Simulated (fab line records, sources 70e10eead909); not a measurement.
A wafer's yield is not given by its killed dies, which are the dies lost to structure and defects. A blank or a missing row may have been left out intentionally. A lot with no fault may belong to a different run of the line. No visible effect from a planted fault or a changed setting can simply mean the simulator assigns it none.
fab line records	flow nand_harc	part 1 of 2: steps 1 to 24 of 32
[record] lots = 5	wafers = 15	last_day = 33
route steps=1302 shown A_STAIRCASE@781
lots with no fault: from the same line, run without faults
start_h: hours from the record's opening day to when the first of the lot's shown wafers began	wait_h: hours from the lot's prior step to this one	" same as the row above	L1.1+2: a single row standing in for several wafers	- no value present, or no start provided	* or withheld: withheld	< > ~ a bound
route shown NAME@n: NAME is a module with steps in the file, n the number in the route of the first one	usual: mean/standard deviation taken from wafers without a fault	same: alike in all rows	chamber/n: place in a boat	sites: the reading at each site	_std_site: how widely they spread, as a standard deviation	_edge_site: inner sites' mean taken away from outer sites' mean	radius_mm: for every site, how far away it sits from the centre of the wafer	mask NAME#n: copy n	behind: tool/chamber where the wafer was last shaped	hold: what put the lot on hold/how long, in hours/how the hold closed	device: transistor that didn't switch, given as n, p or np	end of line: the route-end tests of the same wafers	step lacking rows: just its recipe	killed: the dies lost at the first sort to structure and to defects; this is not the yield of the wafer	map: per-die view of a wafer (x killed, . not killed, _ where there is no die)
set.NAME: the setting as run; set.NAME@STEP: as run at that earlier step	model.NAME: the simulator's own value behind a step, which no gauge read
lots at some steps of the route; a table a step, a row a wafer
services: a tool's chamber out of use, with start hour (start_h, from the record's first day; less than 0 if before it), hours out, and reason
[[steps]]
[step NHARC_A_STAIRCASE_DEVELOP_267]
[recipe] time_s = 140
lot.wafer	tool	chamber	start_h	wait_h
L078.2+4+5	litho_track-07	0	-	-
L081.2+5+6	litho_track-05	0	-	-
L088.1+2+4	litho_track-05	0	-	-
L089.1+2+4	litho_track-07	0	-	-
L097.1+5+6	litho_track-03	0	-	-
[step NHARC_A_STAIRCASE_HARDBAKE_269]
[recipe] temp_c = 120	time_s = 140
lot.wafer	tool	chamber	start_h	wait_h
L078.2+4+5	litho_track-05	0	421.53	-
L081.2+5+6	litho_track-07	0	451.29	-
L088.1+2+4	litho_track-07	0	508.17	-
L089.1+2+4	litho_track-03	0	509.66	-
L097.1+5+6	litho_track-03	0	584.14	-
[step NHARC_A_STAIRCASE_DESCUM_270]
[recipe] time_s = 3	o2_flow_sccm = 200	ar_flow_sccm = 0	bias_power_w = 0	chemistry = O2
[usual] drypump_motor_current_A = 5.6/0.67	oes_product_au = 1.001/0.012	rf_vpp_V = 57.6/0.84	showerhead_plenum_p_Torr = 1.88/0.063	throttle_valve_pct = 11.312/0.0092
lot.wafer	tool	chamber	start_h	wait_h	drypump_motor_current_A	oes_product_au	rf_hours_counter_h	rf_vpp_V	showerhead_plenum_p_Torr	throttle_valve_pct
L078.2	rie_diel-09	2	421.63	-	6.4	1.009	24	57.9	1.85	11.303
L078.4	"	3	"	"	5.0	1.002	26	55.2	1.85	11.315
L078.5	"	0	"	"	5.2	1.010	-	56.4	1.87	11.321
L081.2	rie_diel-11	2	451.39	-	6.5	0.995	2	57.4	1.91	11.328
L081.6	"	2	"	"	6.5	0.997	-	57.0	1.91	11.314
L081.5	"	3	"	"	4.8	0.976	-	56.8	1.78	11.323
L088.4	rie_diel-09	2	508.26	-	6.5	1.019	0	58.8	1.84	11.311
L088.2	"	3	"	"	5.0	1.012	0	58.2	1.84	11.314
L088.1	"	1	"	"	6.4	1.012	1	57.7	2.02	11.306
L089.1	rie_diel-13	3	509.76	-	5.3	1.008	48	58.7	1.97	11.307
L089.4	"	0	"	"	5.6	0.988	51	57.1	1.89	11.313
L089.2	"	1	"	"	5.0	0.987	50	57.7	1.93	11.314
L097.1	rie_diel-13	2	584.24	-	6.3	1.005	16	57.9	1.93	11.316
L097.5	"	1	"	"	5.0	0.989	-	58.7	1.92	11.321
L097.6	"	2	"	"	6.3	1.013	-	58.3	1.93	11.309
[step NHARC_A_STAIRCASE_ETCH_271]
[recipe] cf4_flow_sccm = 100	chf3_flow_sccm = 30	ar_flow_sccm = 0	rf_w = 500	bias_w = 200	chemistry = CF4/CHF3
[usual] drypump_motor_current_A = 5.7/0.66	oes_product_au = 0.961/0.021	rf_vpp_V = 369.9/1.8	showerhead_plenum_p_Torr = 1.55/0.049	throttle_valve_pct = 16.801/0.0097
lot.wafer	tool	chamber	start_h	wait_h	drypump_motor_current_A	oes_product_au	rf_hours_counter_h	rf_vpp_V	showerhead_plenum_p_Torr	throttle_valve_pct
L078.4	rie_diel-09	1	421.70	0.1	6.5	0.972	30	372.6	1.66	16.813
L078.2	"	0	"	"	5.1	0.972	28	369.5	1.54	16.791
L078.5	"	1	"	"	6.5	0.971	-	374.0	1.66	16.807
L081.2	rie_diel-11	2	451.50	0.1	6.5	0.945	2	371.0	1.57	16.806
L081.5	"	3	"	"	4.8	0.932	-	367.5	1.47	16.822
L081.6	"	0	"	"	5.1	0.948	-	370.4	1.55	16.789
L088.2	rie_diel-09	0	508.42	0.1	5.2	0.979	0	368.8	1.54	16.808
L088.4	"	2	"	"	6.5	0.957	1	368.0	1.52	16.804
L088.1	"	3	"	"	5.0	0.935	0	369.5	1.52	16.780
L089.2	rie_diel-13	2	509.84	0.1	6.3	0.952	47	370.5	1.59	16.797
L089.1	"	0	"	"	5.6	0.952	51	370.8	1.55	16.798
L089.4	"	1	"	"	5.0	0.973	50	370.8	1.59	16.813
L097.1	rie_diel-13	0	584.34	0.1	5.6	0.972	16	371.2	1.55	16.793
L097.5	"	1	"	"	4.9	0.962	-	371.8	1.58	16.800
L097.6	"	2	"	"	6.3	0.964	-	371.6	1.58	16.795
[step NHARC_A_STAIRCASE_HM_OPEN_457]
[recipe] o2_flow_sccm = 400	cos_flow_sccm = 20	ar_flow_sccm = 0	rf_w = 500	bias_w = 300	chemistry = O2/COS
[usual] drypump_motor_current_A = 5.8/0.67	oes_product_au = 1.001/0.013	rf_vpp_V = 466.3/2.3	showerhead_plenum_p_Torr = 3.08/0.097	throttle_valve_pct = 28.330/0.0089
lot.wafer	tool	chamber	start_h	wait_h	drypump_motor_current_A	oes_product_au	rf_hours_counter_h	rf_vpp_V	showerhead_plenum_p_Torr	throttle_valve_pct
L078.4	rie_diel-09	0	-	-	5.2	1.023	28	466.3	3.06	28.335
L078.2	"	2	"	"	6.5	1.009	25	465.2	3.03	28.334
L078.5	"	0	"	"	5.2	1.015	-	465.9	3.06	28.317
L081.2	rie_diel-11	1	-	-	6.2	0.988	2	465.9	3.03	28.330
L081.5	"	1	"	"	6.3	0.982	-	463.4	3.03	28.326
L081.6	"	2	"	"	6.5	0.991	-	467.5	3.12	28.334
L088.1	rie_diel-09	0	-	-	5.2	1.021	1	464.7	3.05	28.329
L088.4	"	1	"	"	6.5	1.017	1	469.6	3.29	28.326
L088.2	"	2	"	"	6.5	1.029	1	463.6	3.01	28.344
L089.1	rie_diel-13	3	-	-	5.3	1.007	48	469.6	3.21	28.342
L089.2	"	1	"	"	5.0	0.987	50	468.7	3.15	28.329
L089.4	"	2	"	"	6.4	0.999	47	468.3	3.15	28.333
L097.1	rie_diel-13	0	-	-	5.6	1.001	16	468.3	3.08	28.332
L097.6	"	1	"	"	5.0	0.999	-	468.1	3.14	28.333
L097.5	"	2	"	"	6.3	0.995	-	466.7	3.14	28.330
[step NHARC_A_STAIRCASE_STRIP_458]
[recipe] o2_flow_sccm = 400	cos_flow_sccm = 20	ar_flow_sccm = 0	bias_w = 0	chemistry = O2/COS
lot.wafer	tool	chamber	start_h	wait_h
L078.2+4+5	rie_diel-09	3,0,1	-	-
L081.2+6+5	rie_diel-11	1,2,3	-	-
L088.4+1+2	rie_diel-09	3,0,2	-	-
L089.1+4+2	rie_diel-13	3,0,1	-	-
L097.1+5+6	rie_diel-13	1,3,0	-	-
[step NHARC_A_STAIRCASE_ETCH_451]
[recipe] target_depth_a = 300	overetch_a = 30	time_s = 16.5	ion_energy_ev = 100	cf4_flow_sccm = 80	o2_flow_sccm = 20	ar_flow_sccm = 0	rf_w = 300	bias_w = 100	chemistry = CF4/O2
[usual] drypump_motor_current_A = 5.6/0.67	oes_product_au = 1.001/0.012	rf_vpp_V = 197.4/1.1	showerhead_plenum_p_Torr = 1.31/0.043	throttle_valve_pct = 13.398/0.01
lot.wafer	tool	chamber	start_h	wait_h	drypump_motor_current_A	oes_product_au	rf_hours_counter_h	rf_vpp_V	showerhead_plenum_p_Torr	throttle_valve_pct
L078.2	rie_diel-09	2	-	-	6.5	1.006	25	195.7	1.29	13.389
L078.4	"	3	"	"	5.0	0.993	26	197.3	1.29	13.388
L078.5	"	3	"	"	5.0	1.003	-	196.1	1.29	13.397
L081.2	rie_diel-11	2	-	-	6.5	1.010	2	197.7	1.33	13.398
L081.6	"	2	"	"	6.5	1.014	-	196.8	1.33	13.399
L081.5	"	3	"	"	4.8	0.984	-	197.3	1.25	13.391
L088.4	rie_diel-09	3	-	-	5.0	1.003	1	196.2	1.28	13.394
L088.1	"	0	"	"	5.2	1.019	1	198.8	1.30	13.391
L088.2	"	1	"	"	6.4	1.026	1	198.2	1.41	13.394
L089.4	rie_diel-13	3	-	-	5.3	1.018	48	198.6	1.37	13.385
L089.2	"	0	"	"	5.6	0.987	51	196.8	1.32	13.398
L089.1	"	2	"	"	6.3	0.997	47	198.1	1.35	13.381
L097.1	rie_diel-13	0	-	-	5.6	0.994	16	196.7	1.31	13.404
L097.6	"	3	"	"	5.3	1.013	-	198.3	1.37	13.401
L097.5	"	0	"	"	5.6	0.989	-	198.4	1.31	13.399
[step NHARC_A_STAIRCASE_ETCH_273]
[recipe] target_depth_a = 1.02e+05	time_s = 2468.6	ion_energy_ev = 800	c4f8_flow_sccm = 80	o2_flow_sccm = 60	ar_flow_sccm = withheld	rf_w = 600	bias_w = 3000	chemistry = C4F8/O2/Ar
[usual] oes_product_au = 0.940/0.012	rf_vpp_V = 1823/7.9
lot.wafer	tool	chamber	start_h	wait_h	oes_product_au	rf_hours_counter_h	rf_vpp_V
L078.2	rie_diel-09	3	-	-	0.941	27	1818
L078.4	"	0	"	"	0.944	29	1824
L078.5	"	3	"	"	0.945	-	1820
L081.2	rie_diel-11	0	-	-	0.935	2	1823
L081.6	"	3	"	"	0.920	-	1810
L081.5	"	0	"	"	0.948	-	1822
L088.2	rie_diel-09	3	-	-	0.933	1	1818
L088.1	"	1	"	"	0.953	1	1840
L088.4	"	2	"	"	0.939	1	1817
L089.4	rie_diel-13	2	-	-	0.941	47	1829
L089.1	"	3	"	"	0.942	49	1833
L089.2	"	1	"	"	0.937	50	1829
L097.1	rie_diel-13	1	-	-	0.946	16	1828
L097.5	"	3	"	"	0.951	-	1832
L097.6	"	0	"	"	0.942	-	1823
[step NHARC_A_STAIRCASE_STRIP_274]
[recipe] o2_flow_sccm = 500	ar_flow_sccm = 0	bias_w = 0	chemistry = O2
[usual] drypump_motor_current_A = 5.7/0.68	oes_product_au = 1.000/0.011	rf_vpp_V = 57.7/1	showerhead_plenum_p_Torr = 3.48/0.11	throttle_valve_pct = 17.036/0.0088
lot.wafer	tool	chamber	start_h	wait_h	drypump_motor_current_A	oes_product_au	rf_hours_counter_h	rf_vpp_V	showerhead_plenum_p_Torr	throttle_valve_pct
L078.4	rie_diel-09	2	-	-	6.5	0.998	25	56.4	3.42	17.038
L078.2	"	3	"	"	5.0	1.002	28	58.1	3.42	17.042
L078.5	"	1	"	"	6.5	1.008	-	59.0	3.73	17.022
L081.2	rie_diel-11	3	-	-	4.8	0.990	3	58.4	3.30	17.041
L081.6	"	1	"	"	6.3	1.005	-	57.5	3.43	17.028
L081.5	"	2	"	"	6.5	0.997	-	57.3	3.52	17.050
L088.4	rie_diel-09	0	-	-	5.2	1.023	2	58.0	3.44	17.027
L088.2	"	1	"	"	6.5	1.024	2	58.6	3.71	17.039
L088.1	"	2	"	"	6.5	1.022	2	57.9	3.41	17.036
L089.2	rie_diel-13	2	-	-	6.3	1.001	49	58.5	3.56	17.022
L089.4	"	3	"	"	5.3	1.016	50	58.1	3.62	17.039
L089.1	"	0	"	"	5.6	0.990	51	59.5	3.49	17.046
L097.1	rie_diel-13	1	-	-	5.0	1.001	17	57.9	3.54	17.045
L097.5	"	0	"	"	5.6	1.008	-	57.5	3.48	17.037
L097.6	"	1	"	"	5.0	0.998	-	57.1	3.54	17.043
[step NHARC_A_STAIRCASE_STRIP_275]
[recipe] time_s = 900	temp_c = 130	chemistry = SPM
[usual] temp_c = 129.99/0.15
lot.wafer	tool	chamber	start_h	wait_h	temp_c
L078.4	wet_bench-05	0	424.11	-	129.99
L078.2	"	2	"	"	130.03
L078.5	"	4	"	"	129.89
L081.6	wet_bench-05	7	454.12	-	130.16
L081.2	"	0	"	"	130.01
L081.5	"	3	"	"	129.92
L088.2	wet_bench-05	0	510.93	-	129.97
L088.4	"	2	"	"	130.23
L088.1	"	5	"	"	130.15
L089.4	wet_bench-05	0	512.28	-	129.84
L089.2	"	1	"	"	129.96
L089.1	"	2	"	"	129.86
L097.6	wet_bench-05	0	586.75	-	130.09
L097.1	"	1	"	"	130.15
L097.5	"	3	"	"	129.80
[step NHARC_A_STAIRCASE_PRECLEAN_276]
[recipe] time_s = *	temp_c = 50	bath_age_min = 0	chemistry = SC1
[usual] diw_flow_mL_min = 1415/3.9	temp_c = 50.00/0.13
lot.wafer	tool	chamber	start_h	wait_h	diw_flow_mL_min	temp_c
L078.4	wet_bench-05	0	-	-	1413	50.03
L078.2	"	2	"	"	1414	49.85
L078.5	"	4	"	"	1414	49.60
L081.6	wet_bench-05	7	-	-	1416	49.90
L081.2	"	0	"	"	1426	50.09
L081.5	"	3	"	"	1416	50.21
L088.2	wet_bench-05	0	-	-	1412	49.96
L088.4	"	2	"	"	1418	49.87
L088.1	"	5	"	"	1418	50.05
L089.4	wet_bench-05	0	-	-	1415	50.09
L089.2	"	1	"	"	1412	49.75
L089.1	"	2	"	"	1411	50.01
L097.6	wet_bench-05	0	-	-	1421	49.87
L097.1	"	1	"	"	1419	50.10
L097.5	"	3	"	"	1410	50.09
[step NHARC_A_STAIRCASE_SRD_277]
lot.wafer	tool	chamber	start_h	wait_h
L078.4+2+5	wet_bench-05	0,2,4	-	-
L081.6+2+5	wet_bench-05	7,0,3	-	-
L088.2+4+1	wet_bench-05	0,2,5	-	-
L089.4+2+1	wet_bench-05	0,1,2	-	-
L097.6+1+5	wet_bench-05	0,1,3	-	-
[step NHARC_A_STAIRCASE_HM_DEP_459]
[recipe] target_thk_a = 15000	temp_c = 400	material = aC
[usual] throttle_valve_pct = 35.000/0.01
lot.wafer	tool	chamber	start_h	wait_h	throttle_valve_pct
L078.2	acl_dep-01	0	424.94	0.4	35.011
L078.4	"	0	"	"	35.005
L078.5	"	0	"	"	35.003
L081.2	acl_dep-01	0	454.95	0.4	35.002
L081.5	"	0	"	"	34.992
L081.6	"	0	"	"	34.989
L088.1	acl_dep-01	0	511.46	0.1	35.002
L088.2	"	0	"	"	35.001
L088.4	"	0	"	"	34.995
L089.1	acl_dep-03	0	512.79	0.1	34.988
L089.2	"	0	"	"	34.990
L089.4	"	0	"	"	34.997
L097.1	acl_dep-03	0	590.65	3.4	35.001
L097.5	"	0	591.88	4.6	35.005
L097.6	"	0	"	"	35.002
[step NHARC_A_STAIRCASE_DEP_280]
[recipe] target_thk_a = 300	target_thk_nm = 30	temp_c = 400	pressure_torr = 3.5	flow_sccm = 200	rf_w = 350	material = SiON
[usual] heater_power_w = 737/97
lot.wafer	tool	chamber	start_h	wait_h	heater_power_w
L078.2	pecvd-04	2	426.54	1.3	747
L078.5	"	1	"	"	642
L078.4	"	2	"	"	773
L081.2	pecvd-03	2	456.54	1.3	607
L081.6	"	1	"	"	697
L081.5	"	2	"	"	608
L088.2	pecvd-01	0	513.33	1.3	796
L088.1	"	1	"	"	760
L088.4	"	0	"	"	799
L089.1	pecvd-03	2	514.67	1.6	644
L089.2	"	0	"	"	689
L089.4	"	1	"	"	645
L097.1	pecvd-03	1	592.52	1.6	664
L097.6	"	2	"	"	651
L097.5	"	0	"	"	759
[step NHARC_A_STAIRCASE_DEHYDRATE_281]
[recipe] temp_c = 150	time_s = 120
lot.wafer	tool	chamber	start_h	wait_h
L078.2+4+5	litho_track-05	0	426.75	0.2
L081.2+5+6	litho_track-05	0	456.78	0.2
L088.1+2+4	litho_track-05	0	513.57	0.2
L089.1+2+4	litho_track-03	0	514.94	0.2
L097.1+5+6	litho_track-07	0	592.79	0.2
[step NHARC_A_STAIRCASE_HMDS_282]
[recipe] time_s = 30
lot.wafer	tool	chamber	start_h	wait_h
L078.2+4+5	litho_track-05	0	-	-
L081.2+5+6	litho_track-05	0	-	-
L088.1+2+4	litho_track-05	0	-	-
L089.1+2+4	litho_track-03	0	-	-
L097.1+5+6	litho_track-07	0	-	-
[step NHARC_A_STAIRCASE_COAT_283]
[recipe] spin_rpm = 1200
lot.wafer	tool	chamber	start_h	wait_h
L078.2+4+5	litho_track-05	0	-	-
L081.2+5+6	litho_track-05	0	-	-
L088.1+2+4	litho_track-05	0	-	-
L089.1+2+4	litho_track-03	0	-	-
L097.1+5+6	litho_track-07	0	-	-
[step NHARC_A_STAIRCASE_SOFTBAKE_284]
[recipe] temp_c = 135	time_s = 170
lot.wafer	tool	chamber	start_h	wait_h
L078.2+4+5	litho_track-05	0	-	-
L081.2+5+6	litho_track-05	0	-	-
L088.1+2+4	litho_track-05	0	-	-
L089.1+2+4	litho_track-03	0	-	-
L097.1+5+6	litho_track-07	0	-	-
[step NHARC_A_STAIRCASE_EBR_285]
lot.wafer	tool	chamber	start_h	wait_h
L078.2+4+5	litho_track-05	0	-	-
L081.2+5+6	litho_track-05	0	-	-
L088.1+2+4	litho_track-05	0	-	-
L089.1+2+4	litho_track-03	0	-	-
L097.1+5+6	litho_track-07	0	-	-
[step NHARC_A_STAIRCASE_EXPOSE_286]
[recipe] na = 0.5	dose_mj = 25.01	mask_id = CHOP_100
[usual] exposure_dose_mJ_cm2 = 25.013/0.027	stage_vel_mm_s = 499.96/0.26
lot.wafer	tool	chamber	start_h	wait_h	mask	exposure_dose_mJ_cm2	stage_vel_mm_s
L078.2	krf_scanner-01	0	427.09	-	CHOP_100#0	24.981	500.32
L078.4	"	0	"	"	CHOP_100#0	24.991	499.82
L078.5	"	0	"	"	CHOP_100#0	25.014	500.37
L081.2	krf_scanner-01	0	457.12	-	CHOP_100#0	24.997	500.12
L081.5	"	0	"	"	CHOP_100#0	25.039	499.85
L081.6	"	0	"	"	CHOP_100#0	25.019	499.64
L088.1	krf_scanner-01	0	513.78	-	CHOP_100#0	24.997	499.77
L088.2	"	0	"	"	CHOP_100#0	24.994	500.08
L088.4	"	0	"	"	CHOP_100#0	24.985	499.82
L089.1	krf_scanner-03	0	515.27	-	CHOP_100#0	25.014	500.30
L089.2	"	0	"	"	CHOP_100#0	25.015	500.62
L089.4	"	0	"	"	CHOP_100#0	24.978	500.12
L097.1	krf_scanner-03	0	593.12	-	CHOP_100#0	24.992	499.56
L097.5	"	0	"	"	CHOP_100#0	24.995	499.64
L097.6	"	0	"	"	CHOP_100#0	24.987	500.42
[step NHARC_A_STAIRCASE_PEB_287]
[recipe] peb_temp_c = 115	peb_time_s = 130
lot.wafer	tool	chamber	start_h	wait_h
L078.2+4+5	litho_track-03	0	427.16	0.1
L081.2+5+6	litho_track-05	0	457.18	0.1
L088.1+2+4	litho_track-05	0	513.84	0.1
L089.1+2+4	litho_track-05	0	515.34	0.1
L097.1+5+6	litho_track-07	0	593.19	0.1
[step NHARC_A_STAIRCASE_DEVELOP_288]
[recipe] time_s = 140
lot.wafer	tool	chamber	start_h	wait_h
L078.2+4+5	litho_track-03	0	-	-
L081.2+5+6	litho_track-05	0	-	-
L088.1+2+4	litho_track-05	0	-	-
L089.1+2+4	litho_track-05	0	-	-
L097.1+5+6	litho_track-07	0	-	-
[step NHARC_A_STAIRCASE_HARDBAKE_290]
[recipe] temp_c = 120	time_s = 140
lot.wafer	tool	chamber	start_h	wait_h
L078.2+4+5	litho_track-05	0	427.38	-
L081.2+5+6	litho_track-05	0	457.40	-
L088.1+2+4	litho_track-05	0	514.06	-
L089.1+2+4	litho_track-07	0	515.55	-
L097.1+5+6	litho_track-05	0	593.40	-
[step NHARC_A_STAIRCASE_DESCUM_291]
[recipe] time_s = 3	o2_flow_sccm = 200	ar_flow_sccm = 0	bias_power_w = 0	chemistry = O2
[usual] drypump_motor_current_A = 5.6/0.61	oes_product_au = 1.003/0.012	rf_vpp_V = 57.7/0.86	showerhead_plenum_p_Torr = 1.90/0.057	throttle_valve_pct = 11.311/0.0091
lot.wafer	tool	chamber	start_h	wait_h	drypump_motor_current_A	oes_product_au	rf_hours_counter_h	rf_vpp_V	showerhead_plenum_p_Torr	throttle_valve_pct
L078.2	rie_diel-13	2	427.47	-	6.3	1.016	25	58.5	1.94	11.313
L078.4	"	1	"	"	5.0	0.992	26	57.5	1.94	11.309
L078.5	"	2	"	"	6.3	1.013	-	57.9	1.94	11.305
L081.2	rie_diel-09	2	457.51	-	6.5	0.997	37	55.9	1.85	11.309
L081.6	"	3	"	"	5.0	1.007	-	58.9	1.84	11.312
L081.5	"	0	"	"	5.1	1.020	-	57.6	1.87	11.308
L088.2	rie_diel-13	2	514.15	-	6.4	0.998	49	57.8	1.93	11.293
L088.1	"	0	"	"	5.6	0.984	51	57.6	1.89	11.312
L088.4	"	1	"	"	5.0	0.998	51	57.3	1.93	11.298
L089.2	rie_diel-09	2	515.69	-	6.5	1.030	3	57.7	1.84	11.313
L089.1	"	3	"	"	5.0	1.010	4	56.2	1.84	11.315
L089.4	"	1	"	"	6.4	1.015	3	59.3	2.02	11.305
L097.1	rie_diel-09	1	593.50	-	6.5	1.025	35	59.4	2.01	11.321
L097.5	"	0	"	"	5.1	1.020	-	57.6	1.85	11.305
L097.6	"	1	"	"	6.5	1.021	-	57.6	2.01	11.309
